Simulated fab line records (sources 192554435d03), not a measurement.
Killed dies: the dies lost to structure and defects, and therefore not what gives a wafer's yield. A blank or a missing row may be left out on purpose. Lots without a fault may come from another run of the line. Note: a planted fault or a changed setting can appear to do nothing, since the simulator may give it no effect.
fab line records	flow n5-finfet
record lots=8	wafers=24	last-day=17
route steps=1938 shown DUMMY_GATE@231 BEOL_M4@1111 PASSIVATION@1936
lots untouched by any fault: they come from a run of this same line in which no faults occurred
start-h: the number of hours between the record's first day and the start of the first shown wafer of the lot	wait-h: hours elapsed since this lot's preceding step	" unchanged from the row above	L1.1+2: a single row standing in for several wafers	- no value, or no start given	* or withheld: withheld	< > ~ a bound
route shown NAME@n: a module of which the file shows steps, and the number in the route of the first	usual: mean/standard deviation of fault-free wafers	same: alike in all rows	chamber/n: place in a boat	sites: per-site readings	_std_site: standard deviation of those values	_edge_site: outer sites' mean less inner sites'	radius-mm: for every site, how far away it sits from the centre of the wafer	mask NAME#n: copy n	behind: the tool/chamber that last shaped the wafer	hold: cause of the lot's hold/its duration in hours/its outcome	device: the n, p or np transistor that did not switch	end of line: at the end of the route, the tests of the same wafers	a step given without rows: its recipe and nothing more	killed: count of dies lost to structure and defects at first sort (not the wafer's yield)	map: the dies of a wafer, with x for killed, . for not killed, _ for no die there
set.NAME: the setting as run; set.NAME@STEP: as run at that earlier step	model.NAME: the simulator's own value behind a step, which no gauge read
the route's steps for a sample of lots (tables are steps, rows are wafers)
services: when a tool's chamber went out of use (start-h, in hours from the record's first day, below 0 if earlier), for how many hours, and the reason
## steps
# step N5_DUMMY_GATE_CD_MEAS_15
# recipe target-cd-nm=25.8	landing-energy-ev=500	detector=se-inlens
# usual cd-nm=24.93/0.25
lot.wafer	tool	chamber	start-h	wait-h	cd-nm
L517.2	cd-sem-01	0	87.25	-	24.96
L517.5	"	0	"	"	24.87
L517.6	"	0	"	"	24.86
L518.1	cd-sem-01	0	89.22	-	25.19
L518.2	"	0	"	"	24.73
L518.3	"	0	"	"	24.78
L519.1	cd-sem-02	0	95.31	-	25.02
L519.3	"	0	"	"	25.04
L519.5	"	0	"	"	24.89
L524.1	cd-sem-03	0	124.00	-	25.01
L524.4	"	0	"	"	24.97
L524.5	"	0	"	"	25.05
L525.2	cd-sem-01	0	129.36	-	25.29
L525.3	"	0	"	"	25.12
L525.5	"	0	"	"	25.19
L531.1	cd-sem-02	0	167.68	-	25.02
L531.2	"	0	"	"	24.86
L531.3	"	0	"	"	25.24
L532.1	cd-sem-03	0	172.32	-	25.01
L532.2	"	0	"	"	24.87
L532.3	"	0	"	"	25.16
L533.1	cd-sem-02	0	177.35	-	25.07
L533.3	"	0	"	"	24.88
L533.4	"	0	"	"	24.61
# step N5_DUMMY_GATE_ETCH_31
# recipe chemistry=C4F6/O2	target=SiO2	mask-material=SOC	target-depth-a=825	time-s=27.5	ion-energy-ev=250	pressure-mtorr=30	source-w=345	bias-w=185	Ar_flow_sccm=300	C4F6_flow_sccm=10	O2_flow_sccm=10
# usual C4F6_flow_sccm=10.00/0.031	O2_flow_sccm=9.999/0.03	bias-w=184.9/0.55	drypump-motor-current-A=5.6/0.49	oes-product-au=0.82/0.085	rf-fwd-power-W=341.8/1.2	rf-vpp-V=661/6.9	showerhead-plenum-p-Torr=2.87/0.1	throttle-valve-pct=21.13/0.21	time-s=27.5/0
lot.wafer	tool	chamber	start-h	wait-h	C4F6_flow_sccm	O2_flow_sccm	bias-w	drypump-motor-current-A	oes-product-au	rf-fwd-power-W	rf-hours-counter-h	rf-vpp-V	showerhead-plenum-p-Torr	throttle-valve-pct	time-s
L517.2	rie-diel-03	3	88.06	0.2	-	-	-	-	-	-	-	-	-	-	-
L517.5	"	2	"	"	-	-	-	-	-	-	-	-	-	-	-
L517.6	"	3	"	"	-	-	-	-	-	-	-	-	-	-	-
L518.1	rie-diel-05	2	90.35	0.1	-	-	-	-	-	-	-	-	-	-	-
L518.2	"	3	"	"	-	-	-	-	-	-	-	-	-	-	-
L518.3	"	1	"	"	-	-	-	-	-	-	-	-	-	-	-
L519.1	rie-diel-05	0	96.30	0.1	-	-	-	-	-	-	-	-	-	-	-
L519.3	"	2	"	"	-	-	-	-	-	-	-	-	-	-	-
L519.5	"	2	"	"	-	-	-	-	-	-	-	-	-	-	-
L524.1	rie-diel-05	0	124.55	0.0	9.99	9.938	185.3	6.3	0.90	343.1	31	667	2.79	21.39	27.5
L524.4	"	2	"	"	10.00	10.005	184.5	5.4	0.89	341.9	51	669	3.00	21.00	27.5
L524.5	"	1	"	"	10.02	10.004	185.4	5.3	0.91	341.3	-	662	3.01	20.94	27.5
L525.2	rie-diel-05	2	129.91	0.0	9.94	9.978	185.6	5.4	0.88	341.7	52	670	3.00	21.00	27.5
L525.3	"	3	"	"	10.04	10.003	185.3	5.4	0.71	342.4	214	660	2.83	21.07	27.5
L525.5	"	1	"	"	9.99	9.962	185.5	5.3	0.90	342.2	-	662	3.01	20.92	27.5
L531.1	rie-diel-05	0	168.27	0.1	10.06	10.001	185.6	6.3	0.88	343.9	44	667	2.78	21.39	27.5
L531.2	"	3	"	"	10.00	10.011	184.7	5.3	0.71	341.1	225	660	2.82	21.09	27.5
L531.3	"	2	"	"	10.00	10.000	184.5	5.4	0.88	342.2	64	670	2.99	21.03	27.5
L532.1	rie-diel-03	1	173.01	0.0	10.01	10.008	185.1	6.0	0.73	338.6	187	650	2.72	21.17	27.5
L532.2	"	2	"	"	9.95	10.006	184.8	6.2	0.85	339.4	66	666	2.88	20.93	27.5
L532.3	"	3	"	"	10.04	10.071	185.3	6.0	0.94	342.7	14	664	3.04	21.30	27.5
L533.1	rie-diel-05	0	177.91	0.0	10.04	9.995	184.6	6.3	0.87	340.8	47	668	2.78	21.41	27.5
L533.3	"	2	"	"	9.99	9.980	184.1	5.4	0.86	339.8	68	670	2.99	21.02	27.5
L533.4	"	3	"	"	10.01	9.990	185.0	5.3	0.70	342.8	229	659	2.82	21.10	27.5
# step N5_DUMMY_GATE_STRIP_41
# recipe chemistry=O2	power-w=400	temp-c=40	pressure-mtorr=30	rf-frequency-hz=6e+07	bias-power-w=0	overash-fraction=0.3	o2-flow-sccm=225
# usual drypump-motor-current-A=5.6/0.49	o2-flow-sccm=224.9/0.69	oes-product-au=0.82/0.082	rf-vpp-V=3.6/0.53	showerhead-plenum-p-Torr=2.11/0.08	throttle-valve-pct=16.62/0.16
# same bias-power-w=0
lot.wafer	tool	chamber	start-h	wait-h	drypump-motor-current-A	o2-flow-sccm	oes-product-au	rf-hours-counter-h	rf-vpp-V	showerhead-plenum-p-Torr	throttle-valve-pct
L517.2	rie-diel-03	3	88.10	0.0	6.0	224.1	0.66	274	4.0	1.97	17.15
L517.5	"	2	"	"	6.2	224.3	0.90	-	3.3	2.13	16.36
L517.6	"	3	"	"	6.0	223.8	0.66	-	3.6	1.97	17.16
L518.1	rie-diel-05	2	90.39	0.0	5.4	224.0	0.88	40	3.9	2.23	16.51
L518.2	"	3	"	"	5.4	226.0	0.72	202	3.1	2.08	16.56
L518.3	"	1	"	"	5.3	224.9	0.91	27	3.5	2.23	16.37
L519.1	rie-diel-05	0	96.35	0.0	6.3	224.6	0.91	23	2.9	2.06	16.79
L519.3	"	2	"	"	5.4	224.8	0.88	42	3.7	2.23	16.52
L519.5	"	2	"	"	5.4	224.0	0.89	-	3.0	2.23	16.52
L524.1	rie-diel-05	0	124.60	0.0	6.3	225.4	0.89	31	3.1	2.05	16.83
L524.4	"	2	"	"	5.4	225.0	0.89	51	3.1	2.23	16.55
L524.5	"	1	"	"	5.3	224.7	0.90	-	4.2	2.22	16.39
L525.2	rie-diel-05	2	129.95	0.0	5.4	223.9	0.87	52	4.8	2.23	16.54
L525.3	"	3	"	"	5.3	223.9	0.71	214	4.1	2.07	16.59
L525.5	"	1	"	"	5.3	225.3	0.89	-	4.2	2.22	16.39
L531.1	rie-diel-05	0	168.31	0.0	6.3	226.4	0.88	44	3.2	2.05	16.84
L531.2	"	3	"	"	5.3	223.6	0.72	225	4.0	2.07	16.62
L531.3	"	2	"	"	5.4	225.1	0.87	64	4.1	2.22	16.55
L532.1	rie-diel-03	1	173.06	0.0	6.0	223.9	0.73	187	3.8	2.00	16.70
L532.2	"	2	"	"	6.2	225.2	0.85	66	4.1	2.12	16.40
L532.3	"	3	"	"	6.1	224.1	0.94	14	4.3	2.23	16.66
L533.1	rie-diel-05	0	177.95	0.0	6.3	225.3	0.87	47	2.8	2.05	16.83
L533.3	"	2	"	"	5.4	226.4	0.86	68	3.9	2.22	16.56
L533.4	"	3	"	"	5.3	225.6	0.71	229	3.3	2.07	16.63
# step N5_DUMMY_GATE_HM_OPEN_21
# recipe chemistry=CH3F/O2	target=SiNx	target-depth-a=1200	Ar_flow_sccm=150	CH3F_flow_sccm=30	O2_flow_sccm=23	time-s=171.4	pressure-mtorr=30	source-w=395	bias-w=73	ion-energy-ev=120.7
# usual bias-w=73.01/0.23	drypump-motor-current-A=5.6/0.49	oes-product-au=0.81/0.084	rf-fwd-power-W=393.7/1.2	rf-vpp-V=297/3	showerhead-plenum-p-Torr=2.03/0.075	throttle-valve-pct=16.41/0.17
# same time-s=171.4
lot.wafer	tool	chamber	start-h	wait-h	bias-w	drypump-motor-current-A	oes-product-au	rf-fwd-power-W	rf-hours-counter-h	rf-vpp-V	showerhead-plenum-p-Torr	throttle-valve-pct
L517.2	rie-diel-03	3	88.14	0.0	73.17	6.1	0.25	393.7	274	294	1.90	16.95
L517.5	"	2	"	"	72.67	6.1	0.34	393.2	-	300	2.05	16.10
L517.6	"	3	"	"	73.17	6.0	0.25	393.0	-	294	1.90	16.96
L518.1	rie-diel-05	2	90.43	0.0	72.56	5.4	0.33	391.4	40	301	2.14	16.20
L518.2	"	3	"	"	72.94	5.3	0.27	394.3	202	295	2.01	16.34
L518.3	"	1	"	"	73.01	5.3	0.34	392.6	27	297	2.15	16.12
L519.1	rie-diel-05	0	96.39	0.0	72.57	6.3	0.33	394.2	23	299	1.98	16.51
L519.3	"	2	"	"	73.04	5.4	0.33	394.4	42	302	2.14	16.22
L519.5	"	2	"	"	72.87	5.4	0.33	394.4	-	300	2.14	16.18
L524.1	rie-diel-05	0	124.64	0.0	72.89	6.3	0.91	394.6	31	299	1.98	16.59
L524.4	"	2	"	"	73.17	5.4	0.88	392.6	51	300	2.13	16.25
L524.5	"	1	"	"	72.93	5.3	0.90	392.8	-	298	2.14	16.18
L525.2	rie-diel-05	2	129.99	0.0	73.00	5.4	0.87	394.6	52	300	2.13	16.27
L525.3	"	3	"	"	72.95	5.3	0.70	395.6	214	298	2.00	16.42
L525.5	"	1	"	"	73.26	5.3	0.90	395.7	-	298	2.14	16.20
L531.1	rie-diel-05	0	168.35	0.0	72.78	6.3	0.88	396.1	44	301	1.97	16.62
L531.2	"	3	"	"	73.02	5.4	0.70	394.4	225	297	2.00	16.45
L531.3	"	2	"	"	73.44	5.4	0.87	396.7	64	302	2.13	16.30
L532.1	rie-diel-03	1	173.10	0.0	72.93	6.0	0.73	392.0	188	291	1.93	16.52
L532.2	"	2	"	"	72.83	6.1	0.83	393.5	66	299	2.04	16.23
L532.3	"	3	"	"	73.08	6.1	0.94	392.2	14	300	2.16	16.51
L533.1	rie-diel-05	0	177.99	0.0	73.14	6.3	0.88	394.0	47	298	1.97	16.61
L533.3	"	2	"	"	73.07	5.4	0.87	394.6	68	300	2.13	16.29
L533.4	"	3	"	"	72.88	5.4	0.70	394.5	229	297	2.00	16.46
# step N5_DUMMY_GATE_ETCH_23
# recipe chemistry=HBr/Cl2/O2	HBr_flow_sccm=150	Cl2_flow_sccm=80	O2_flow_sccm=12	bias-w=102	target-depth-a=410	time-s=22.3	target=poly-Si	mask-material=SiO2	pressure-mtorr=10	icp-w=800
# usual HBr_flow_sccm=150.0/0.47	O2_flow_sccm=12.00/0.04	bias-w=102.0/0.33	drypump-motor-current-A=5.7/0.5	oes-product-au=1.005/0.017	rf-fwd-power-W=794.2/2.9	throttle-valve-pct=37.07/0.27
# same time-s=22.3
lot.wafer	tool	chamber	start-h	wait-h	HBr_flow_sccm	O2_flow_sccm	bias-w	drypump-motor-current-A	oes-product-au	rf-fwd-power-W	rf-hours-counter-h	throttle-valve-pct
L517.2	rie-si-01	1	88.34	0.0	149.8	11.92	101.9	5.7	1.027	796.8	36	36.76
L517.5	"	3	"	"	151.0	11.99	102.7	5.6	1.000	794.2	-	36.93
L517.6	"	1	"	"	149.6	11.97	102.2	5.7	1.024	792.2	-	36.76
L518.1	rie-si-03	0	90.63	0.0	150.4	11.99	102.2	4.9	0.971	794.1	68	37.42
L518.2	"	1	"	"	149.8	12.01	101.5	6.6	1.000	797.6	62	36.92
L518.3	"	2	"	"	151.3	11.98	101.8	5.7	0.989	792.4	21	36.85
L519.1	rie-si-03	1	96.58	0.0	150.7	12.05	102.6	6.6	0.996	798.4	62	36.92
L519.3	"	0	"	"	149.9	12.00	102.2	4.9	0.972	794.8	68	37.43
L519.5	"	1	"	"	150.5	12.06	102.3	6.6	0.986	793.5	-	36.94
L524.1	rie-si-01	1	124.83	0.0	149.7	11.98	102.3	5.7	1.018	793.4	37	36.75
L524.4	"	3	"	"	150.2	12.04	102.2	5.6	1.000	796.3	-	36.94
L524.5	"	1	"	"	150.2	11.98	102.5	5.7	1.013	792.1	-	36.76
L525.2	rie-si-05	0	130.19	0.0	149.5	11.96	101.8	5.9	1.002	794.3	133	37.28
L525.3	"	1	"	"	149.9	12.00	101.5	5.4	1.010	797.2	186	36.72
L525.5	"	1	"	"	150.5	11.95	101.9	5.4	1.017	795.6	-	36.71
L531.1	rie-si-05	2	168.55	0.0	149.6	12.05	101.9	4.7	1.040	798.0	139	36.93
L531.2	"	3	"	"	150.0	12.03	102.0	5.4	0.992	792.4	102	37.52
L531.3	"	0	"	"	150.0	11.97	101.4	5.9	1.016	796.7	134	37.27
L532.1	rie-si-03	3	173.29	0.0	150.3	11.97	102.0	6.4	1.007	796.4	104	37.35
L532.2	"	1	"	"	150.7	12.04	102.0	6.6	1.005	794.9	63	36.94
L532.3	"	0	"	"	150.7	11.96	102.0	4.9	0.979	791.8	69	37.42
L533.1	rie-si-01	3	178.19	0.0	150.2	12.00	101.7	5.6	0.982	793.0	7	36.94
L533.3	"	2	"	"	149.4	12.01	102.0	5.7	1.005	789.3	58	37.13
L533.4	"	0	"	"	149.8	12.00	102.1	5.8	1.018	794.1	54	37.31
# step N5_DUMMY_GATE_CD_MEAS_24
# recipe target-cd-nm=15
# usual cd-nm=14.9/0.32
lot.wafer	tool	chamber	start-h	wait-h	cd-nm
L517.2	cd-sem-01	-	88.51	0.1	-
L517.5	"	-	"	"	-
L517.6	"	-	"	"	-
L518.1	cd-sem-01	-	90.79	0.1	-
L518.2	"	-	"	"	-
L518.3	"	-	"	"	-
L519.1	cd-sem-03	-	96.75	0.1	-
L519.3	"	-	"	"	-
L519.5	"	-	"	"	-
L524.1	cd-sem-02	-	125.00	0.1	14.6
L524.4	"	-	"	"	15.1
L524.5	"	-	"	"	15.4
L525.2	cd-sem-02	-	130.36	0.1	14.6
L525.3	"	-	"	"	14.8
L525.5	"	-	"	"	14.8
L531.1	cd-sem-01	-	168.71	0.1	15.1
L531.2	"	-	"	"	15.1
L531.3	"	-	"	"	15.1
L532.1	cd-sem-01	-	173.46	0.1	14.9
L532.2	"	-	"	"	15.4
L532.3	"	-	"	"	15.1
L533.1	cd-sem-02	-	178.35	0.1	15.1
L533.3	"	-	"	"	15.6
L533.4	"	-	"	"	14.6
# step N5_BEOL_M4_RC_MEAS_101
# usual DIBL_N=36.5/1.4	DIBL_P=36.6/1.6	IOFF_N=0.160/0.024	IOFF_P=0.217/0.029	ION_N=674/8.7	ION_P=464/6.5	SS_N=71.6/0.47	SS_P=73.4/0.57	VT_N=250.0/2.5	VT_P=-250/3.1
lot.wafer	tool	chamber	start-h	wait-h	DIBL_N[mV/V]	DIBL_P[mV/V]	IOFF_N[nA/um]	IOFF_P[nA/um]	ION_N[uA/um]	ION_P[uA/um]	SS_N[mV/dec]	SS_P[mV/dec]	VT_N[mV]	VT_P[mV]
L524.1	prober-01	0	257.45	0.0	36.7	37.3	0.152	0.193	677	458	72.3	73.5	249.6	-254
L524.4	"	0	"	"	36.7	37.1	0.151	0.202	673	455	71.3	74.2	251.6	-253
L524.5	"	0	"	"	37.4	37.0	0.160	0.198	665	454	71.6	73.4	251.6	-254
L525.2	prober-02	0	260.42	0.2	36.8	37.4	0.157	0.227	668	458	72.0	74.0	251.6	-247
L525.3	"	0	"	"	36.1	36.8	0.154	0.219	678	468	71.6	73.4	250.2	-249
L525.5	"	0	"	"	36.4	36.4	0.155	0.219	678	469	70.4	73.7	251.5	-249
L532.1	prober-01	0	286.38	0.0	35.9	35.8	0.153	0.224	681	465	71.5	73.0	249.2	-249
L532.2	"	0	"	"	34.7	34.1	0.133	0.208	670	466	70.7	73.3	252.9	-246
L532.3	"	0	"	"	35.5	34.8	0.139	0.221	662	465	71.4	73.3	250.5	-246
L531.1	prober-01	0	294.50	0.0	36.0	36.0	0.152	0.212	674	466	71.5	72.5	253.1	-250
L531.2	"	0	"	"	35.5	34.9	0.131	0.190	667	456	71.3	72.5	253.4	-251
L531.3	"	0	"	"	34.7	33.0	0.125	0.175	667	465	71.0	72.0	252.4	-250
L533.1	prober-01	0	301.14	0.0	35.8	38.6	0.164	0.217	677	454	71.6	73.5	248.1	-249
L533.3	"	0	"	"	34.8	37.1	0.143	0.193	677	461	70.9	73.4	252.1	-250
L533.4	"	0	"	"	37.9	40.1	0.199	0.236	686	458	73.0	74.4	248.2	-249
# step N5_PASSIVATION_PROBE_49
# usual defect-limited-yield=91.2/1.4	killed_at_M0_to_M3=34/9.4	killed_at_M4_up=13/5.8	killed-at-contacts=13/6.4	killed-at-front-end=41/11	killed-at-other=3.1/2.3	killed-dies=103/16	killed-on-rim=13/3.4	killed-open=69/12	killed-short=33/7.8	sort_bin_5_function=5.1/0.91	sort_bin_6_memory=3.3/0.63	sort-n-pass=1077/16	sort-yield-pct=91.2/1.4
# same gross-dies=1180	killed-at-back-side=0	sort_bin_4_leakage[%]=0	sort_bin_8_speed[%]=0
lot.wafer	tool	chamber	start-h	wait-h	defect-limited-yield[%]	killed_at_M0_to_M3	killed_at_M4_up	killed-at-contacts	killed-at-front-end	killed-at-other	killed-dies	killed-on-rim	killed-open	killed-short	sort_bin_5_function[%]	sort_bin_6_memory[%]	sort-n-pass	sort-yield-pct[%]
L517.2	prober-02	-	312.64	0.1	0	51	19	8	1100	2	1180	152	80	33	95.4	4.1	0	0
L517.5	prober-02	-	312.79	0.2	0	41	5	13	1119	2	1180	152	82	31	95.8	4.1	0	0
L517.6	prober-02	-	312.84	0.3	0	43	17	19	1095	6	1180	152	89	47	95.8	4.1	0	0
L518.1	prober-01	-	313.93	0.0	0	39	20	10	1108	3	1180	152	55	39	96.9	3.0	0	0
L518.2	prober-01	-	313.98	0.1	0	31	14	10	1122	3	1180	152	79	31	96.2	3.7	0	0
L518.3	prober-01	-	314.03	0.1	0	35	16	0	1128	1	1180	152	67	24	97.1	2.7	0	0
L519.1	prober-01	-	320.35	0.0	0	42	6	15	1109	8	1180	152	92	33	95.3	4.5	0	0
L519.3	prober-01	-	320.45	0.1	0	46	5	6	1120	3	1180	152	79	32	96.2	3.3	0	0
L519.5	prober-01	-	320.55	0.2	0	41	7	13	1118	1	1180	152	75	17	96.8	3.2	0	0
L525.2	prober-01	-	355.35	0.1	89.9	33	16	12	55	3	119	23	81	37	6.1	3.6	1061	89.9
L525.3	prober-01	-	355.40	0.1	92.1	29	7	12	39	6	93	12	69	22	4.2	3.6	1087	92.1
L525.5	prober-01	-	355.50	0.2	91.0	25	10	15	52	4	106	10	74	28	5.1	3.5	1074	91.0
L524.1	prober-02	-	365.00	0.0	91.7	23	16	24	26	9	98	10	70	26	4.9	3.0	1082	91.7
L524.4	prober-02	-	365.15	0.2	91.0	18	22	31	30	5	106	11	76	30	4.6	4.1	1074	91.0
L524.5	prober-02	-	365.20	0.2	89.4	44	16	28	34	3	125	16	87	36	6.0	4.3	1055	89.4
L531.1	prober-02	-	386.68	0.0	90.1	48	7	15	46	1	117	14	70	42	5.9	3.3	1063	90.1
L531.2	prober-02	-	386.73	0.1	91.6	32	16	12	37	2	99	13	71	25	5.0	3.2	1081	91.6
L531.3	prober-02	-	386.78	0.1	90.7	29	17	23	41	0	110	13	71	37	4.7	4.2	1070	90.7
# killed by level:class
L517.2 DUMMY_GATE:area-etch=1067 BEOL_M0_SAQP:geometric-particle:short=15 FIN_SAQP:geometric-particle:open=11 BEOL_M0_SAQP:geometric-particle:open=11 BEOL_M3:geometric-particle:open=9 BEOL_M4:geometric-particle:open=8 STI_FIN_REVEAL:geometric-particle:open=7 MOL_CONTACT_COAG:geometric-particle:open=7
L517.5 DUMMY_GATE:area-etch=1067 FIN_SAQP:geometric-particle:open=18 STI_FIN_REVEAL:geometric-particle:open=14 BEOL_M2:geometric-particle:open=13 BEOL_M0_SAQP:geometric-particle:open=11 MOL_CONTACT_COAG:geometric-particle:open=11 BEOL_M0_SAQP:geometric-particle:short=9 FIN_SAQP:geometric-particle:short=6
L517.6 DUMMY_GATE:area-etch=1044 FIN_SAQP:geometric-particle:open=14 MOL_CONTACT_COAG:geometric-particle:open=14 FIN_SAQP:geometric-particle:short=13 BEOL_M4:geometric-particle:open=10 STI_FIN_REVEAL:geometric-particle:open=9 BEOL_M0_SAQP:geometric-particle:short=9 BEOL_M0_SAQP:geometric-particle:open=8
L518.1 DUMMY_GATE:area-etch=1086 BEOL_M0_SAQP:geometric-particle:short=12 BEOL_M3:geometric-particle:open=10 BEOL_M0_SAQP:geometric-particle:open=9 STI_FIN_REVEAL:geometric-particle:open=7 BEOL_M4:geometric-particle:short=5 MOL_CONTACT_COAG:geometric-particle:short=5 MOL_CONTACT_COAG:geometric-particle:open=5
L518.2 DUMMY_GATE:area-etch=1070 STI_FIN_REVEAL:geometric-particle:open=24 BEOL_M0_SAQP:geometric-particle:short=10 MOL_CONTACT_COAG:geometric-particle:open=9 FIN_SAQP:geometric-particle:open=8 BEOL_M0_SAQP:geometric-particle:open=7 DUMMY_GATE:geometric-particle:open=6 BEOL_M4:geometric-particle:open=6
L518.3 DUMMY_GATE:area-etch=1088 STI_FIN_REVEAL:geometric-particle:open=22 BEOL_M0_SAQP:geometric-particle:open=13 BEOL_M0_SAQP:geometric-particle:short=8 DUMMY_GATE:geometric-particle:open=7 BEOL_M2:geometric-particle:open=7 BEOL_M5:geometric-particle:open=5 STI_FIN_REVEAL:geometric-particle:short=3
L519.1 DUMMY_GATE:area-etch=1055 FIN_SAQP:geometric-particle:open=15 MOL_CONTACT_COAG:geometric-particle:open=11 BEOL_M0_SAQP:geometric-particle:open=11 BEOL_M2:geometric-particle:open=11 STI_FIN_REVEAL:geometric-particle:open=9 DUMMY_GATE:geometric-particle:open=8 FIN_SAQP:geometric-particle:short=7
L519.3 DUMMY_GATE:area-etch=1069 BEOL_M1:geometric-particle:open=12 FIN_SAQP:geometric-particle:short=11 STI_FIN_REVEAL:geometric-particle:open=11 BEOL_M2:geometric-particle:open=11 FIN_SAQP:geometric-particle:open=10 BEOL_M0_SAQP:geometric-particle:open=7 BEOL_M0_SAQP:geometric-particle:short=6
L519.5 DUMMY_GATE:area-etch=1088 MOL_CONTACT_COAG:geometric-particle:open=11 BEOL_M2:geometric-particle:open=11 STI_FIN_REVEAL:geometric-particle:open=10 BEOL_M0_SAQP:geometric-particle:open=10 BEOL_M1:geometric-particle:open=7 FIN_SAQP:geometric-particle:open=6 BEOL_M3:geometric-particle:open=4
L525.2 STI_FIN_REVEAL:geometric-particle:open=20 MOL_CONTACT_COAG:geometric-particle:open=11 BEOL_M0_SAQP:geometric-particle:open=10 BEOL_M0_SAQP:geometric-particle:short=8 ILD0:geometric-particle:open=6 ILD0:geometric-particle:short=5 GATE_CUT:geometric-particle:short=5 BEOL_M2:geometric-particle:open=5
L525.3 MOL_CONTACT_COAG:geometric-particle:open=12 BEOL_M3:geometric-particle:open=11 STI_FIN_REVEAL:geometric-particle:open=10 FIN_SAQP:geometric-particle:open=5 BEOL_M1:geometric-particle:open=5 BEOL_M3:geometric-particle:short=4 BEOL_M0_SAQP:geometric-particle:open=4 STARTING-WAFER:geometric-particle:open=4
L525.5 STI_FIN_REVEAL:geometric-particle:open=22 MOL_CONTACT_COAG:geometric-particle:open=11 BEOL_M0_SAQP:geometric-particle:open=8 DUMMY_GATE:geometric-particle:open=6 ILD0:geometric-particle:open=6 STI_FIN_REVEAL:geometric-particle:short=5 BEOL_M0_SAQP:geometric-particle:short=5 MOL_CONTACT_COAG:geometric-particle:short=4
L524.1 MOL_CONTACT_COAG:geometric-particle:open=21 STI_FIN_REVEAL:geometric-particle:open=9 BEOL_M4:geometric-particle:open=7 BEOL_M1:geometric-particle:open=6 BEOL_M0_SAQP:geometric-particle:short=5 BEOL_M2:geometric-particle:open=5 PAD_METAL:geometric-particle:short=5 DUMMY_GATE:geometric-particle:open=4
L524.4 MOL_CONTACT_COAG:geometric-particle:open=28 STI_FIN_REVEAL:geometric-particle:open=8 BEOL_M4:geometric-particle:short=6 BEOL_M4:geometric-particle:open=6 BEOL_M0_SAQP:geometric-particle:short=5 FIN_SAQP:geometric-particle:short=4 BEOL_M0_SAQP:geometric-particle:open=4 FIN_SAQP:geometric-particle:open=3
L524.5 MOL_CONTACT_COAG:geometric-particle:open=22 BEOL_M1:geometric-particle:open=15 STI_FIN_REVEAL:geometric-particle:open=13 BEOL_M0_SAQP:geometric-particle:short=8 BEOL_M0_SAQP:geometric-particle:open=7 MOL_CONTACT_COAG:geometric-particle:short=6 DUMMY_GATE:geometric-particle:open=5 BEOL_M1:geometric-particle:short=4
L531.1 FIN_SAQP:geometric-particle:open=11 MOL_CONTACT_COAG:geometric-particle:open=11 BEOL_M3:geometric-particle:open=11 BEOL_M0_SAQP:geometric-particle:short=9 STI_FIN_REVEAL:geometric-particle:open=7 BEOL_M0_SAQP:geometric-particle:open=7 FIN_SAQP:geometric-particle:short=6 BEOL_M2:geometric-particle:open=6
L531.2 BEOL_M3:geometric-particle:open=15 MOL_CONTACT_COAG:geometric-particle:open=11 FIN_SAQP:geometric-particle:open=8 GATE_CUT:geometric-particle:open=8 STI_FIN_REVEAL:geometric-particle:open=7 BEOL_M7:geometric-particle:open=4 BEOL_M3:geometric-particle:short=4 GATE_CUT:geometric-particle:short=4
L531.3 MOL_CONTACT_COAG:geometric-particle:open=14 STI_FIN_REVEAL:geometric-particle:open=12 MOL_CONTACT_COAG:geometric-particle:short=9 BEOL_M1:geometric-particle:open=8 FIN_SAQP:geometric-particle:short=7 BEOL_M0_SAQP:geometric-particle:open=5 BEOL_M7:geometric-particle:open=5 BEOL_M3:geometric-particle:open=4
## services
tool	chamber	start-h	hours	kind
rie-si-05	0	69.11	4.8	repair
rie-diel-03	3	69.26	7.2	repair
rie-diel-05	2	91.74	2.1	repair
rie-diel-03	3	114.50	-	clean
rie-diel-03	3	114.50	-	consumable-replace:focus-ring
rie-diel-03	3	114.50	-	consumable-replace:showerhead
rie-diel-03	3	114.50	19.1	scheduled-down
rie-diel-03	3	114.50	19.1	vent-cycle
rie-diel-03	2	166.17	6.7	repair
rie-si-05	-	169.91	4.2	repair
## key
first-sign step=N5_DUMMY_GATE_ETCH_31	reading=tool-record	direction=missing
effect step=N5_DUMMY_GATE_HM_OPEN_21	reading=oes-product-au	direction=down	sigmas=6	usual=0.81	struck=0.31
effect step=N5_DUMMY_GATE_CD_MEAS_24	reading=cd-nm	direction=missing
effect step=N5_PASSIVATION_PROBE_49	reading=sort_bin_5_function	direction=up	sigmas=99+	usual=5.1	struck=96.2
more-kills-born-at N5_DUMMY_GATE_ETCH_31@rie-diel-05=6456	N5_DUMMY_GATE_ETCH_31@rie-diel-03=3178
met-at N5_DUMMY_GATE_ETCH_31
struck-lots L517,L518,L519
later-rows-left-out L517.2,L517.5,L517.6,L518.1,L518.2,L518.3,L519.1,L519.3,L519.5
not-acting-at N5_DUMMY_GATE_CD_MEAS_15,N5_DUMMY_GATE_STRIP_41,N5_DUMMY_GATE_ETCH_23
fault kind=skipped-step-whole	tool=rie-diel-03,rie-diel-05	chamber=-	onset-h=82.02	steps=N5_DUMMY_GATE_ETCH_31	scope=struck-lots-only
# later-rows-left-out: the simulator's readings of these wafers behind a module that went badly wrong aren't trusted and aren't shown, but for the sort
